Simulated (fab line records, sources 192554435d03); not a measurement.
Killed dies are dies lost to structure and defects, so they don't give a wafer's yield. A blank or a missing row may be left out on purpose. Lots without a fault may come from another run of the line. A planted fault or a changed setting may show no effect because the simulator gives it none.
A struck lot beside a sound one | flow n5_finfet | 15 steps out of a route of 1938
Sound: wafers L419.3, L419.4, L419.6. Struck: wafer L420.3. (L420.6 of the same lot was not struck and is left out.) The cause comes at the end.
At each step with rows: each side's tool, then ch and its chambers, then its first start. Under that, the readings that differ: sound wafers | struck wafers | difference of the means | sigmas: that difference in standard deviations of wafers without a fault.
alike: readings whose means differ by less than 2 such deviations, and words and numbers that are the same on both sides. not compared: withheld readings, readings that some wafer has no value for, bounds like >300 that may hide the same value, and numbers for which the record gives no deviation and whose values overlap.
The two part at a step that has a row with sigmas, a row that says differs or no value, or rows on one side only. Numbers that don't overlap but have no deviation are shown without sigmas and don't part them. A reading that every wafer of one side lacks parts them only if that side has two wafers or more.

first, 2 steps without rows for these wafers: N5_BEOL_M5_PEB_09 (peb time 60 s); N5_BEOL_M5_DEVELOP_10 (develop time 30 s).
N5_BEOL_M5_CD_MEAS_11: target cd 27.74 nm.
  sound on cd_sem-03 ch 0, day 10 00:47; struck on cd_sem-02 ch 0, day 10 08:01
  alike: cd_nm
N5_BEOL_M5_OVL_MEAS_12:
  sound on overlay-01 ch 0, day 10 00:50; struck on overlay-01 ch 0, day 10 08:04
  alike: M5_OVL
N5_BEOL_M5_INSPECT_13: inspects for defects (brightfield).
  sound on defect_inspect-02, day 10 00:53; struck on defect_inspect-01, day 10 08:07
  reading          | sound       | struck | difference | sigmas
  raw_defect_count | 626 436 382 | 234    | -247       | -3
N5_BEOL_M5_DESCUM_16: chemistry O2, time 7 s.
  sound on rie_diel-03 ch 0,1, day 10 00:55; struck on rie_diel-03 ch 2, day 10 08:10
  reading                         | sound          | struck | difference | sigmas
  oes_product_au (a.u.)           | 0.82 0.88 0.82 | 0.69   | -0.15      | -2
  showerhead_plenum_p_Torr (Torr) | 2.04 2.14 2.04 | 2.17   | +0.10      | +2
  alike: drypump_motor_current_A, rf_vpp_V, throttle_valve_pct
  not compared: rf_hours_counter_h
N5_BEOL_M5_ETCH_72: etches underlayer in N2/H2, target depth 6.5 nm, time 5.2 s.
  sound on rie_diel-03 ch 0,1, day 10 00:56; struck on rie_diel-03 ch 2, day 10 08:12
  reading               | sound             | struck | difference | sigmas
  n2_flow_sccm (sccm)   | 200.8 199.9 200.7 | 199.2  | -1.3       | -2
  oes_product_au (a.u.) | 0.72 0.77 0.71    | 0.59   | -0.14      | -2
  alike: drypump_motor_current_A, etch_rf_on_time_s, rf_vpp_V, showerhead_plenum_p_Torr, throttle_valve_pct
  not compared: rf_hours_counter_h
N5_BEOL_M5_ETCH_61: etches SiARC in CF4, target depth 15.6 nm, time 26 s.
  sound on rie_diel-03 ch 0,1, day 10 00:58; struck on rie_diel-03 ch 2, day 10 08:13
  reading               | sound          | struck | difference | sigmas
  oes_product_au (a.u.) | 0.71 0.76 0.71 | 0.59   | -0.14      | -2
  alike: drypump_motor_current_A, etch_rf_on_time_s, rf_vpp_V, showerhead_plenum_p_Torr, throttle_valve_pct
  not compared: rf_hours_counter_h
N5_BEOL_M5_ETCH_62: etches SOC in N2/H2, target depth 75 nm, overetch 15 nm, time 112.5 s.
  sound on rie_diel-03 ch 0,1, day 10 00:59; struck on rie_diel-03 ch 2, day 10 08:15
  reading               | sound          | struck | difference | sigmas
  oes_product_au (a.u.) | 0.65 0.70 0.65 | 0.55   | -0.12      | -2
  alike: drypump_motor_current_A, n2_flow_sccm, rf_vpp_V, showerhead_plenum_p_Torr, throttle_valve_pct
  not compared: rf_hours_counter_h
then, 3 steps without rows for these wafers: N5_BEOL_M5_STRIP_63 (strips in N2/H2); N5_BEOL_M5_STRIP_73 (strips in N2/H2); N5_BEOL_M5_STRIP_64 (strips in CF4).
N5_BEOL_M5_HM_OPEN_17: chemistry Cl2/BCl3, target TiN, target depth 20 nm, overetch 6 nm.
  sound on rie_metal-01 ch 0,1, day 10 01:11; struck on rie_metal-03 ch 1, day 10 08:27
  reading                                  | sound          | struck | difference | sigmas
  model.SOC_of_BEOL_M5_COAT_59.thk_nm (nm) | 51.8 52.2 51.8 | 53.8   | +1.9       |
  alike: drypump_motor_current_A, oes_product_au, throttle_valve_pct
  not compared: rf_hours_counter_h
N5_BEOL_M5_STRIP_19: strips in O2.
  sound on rie_diel-02 ch 0,1, day 10 01:16; struck on rie_diel-02 ch 3, day 10 08:32
  reading                | sound             | struck | difference | sigmas
  throttle_valve_pct (%) | 16.30 16.52 16.52 | 16.93  | +0.48      | +2
  alike: drypump_motor_current_A, oes_product_au, rf_vpp_V, showerhead_plenum_p_Torr
  not compared: rf_hours_counter_h
-- the record jumps here: 4 days lie between the struck wafers' starts before and after (it left off in module BEOL_M5 and takes up again in module PASSIVATION, whose first step shown is number 1936 of the route) --
N5_PASSIVATION_PROBE_49:
  the record has rows for the struck wafers here (prober-02, day 14 13:41) and none for the sound ones

WHERE THEY PART
First at N5_BEOL_M5_INSPECT_13; last, within this record, at N5_PASSIVATION_PROBE_49.

WHY: what the simulator had put in
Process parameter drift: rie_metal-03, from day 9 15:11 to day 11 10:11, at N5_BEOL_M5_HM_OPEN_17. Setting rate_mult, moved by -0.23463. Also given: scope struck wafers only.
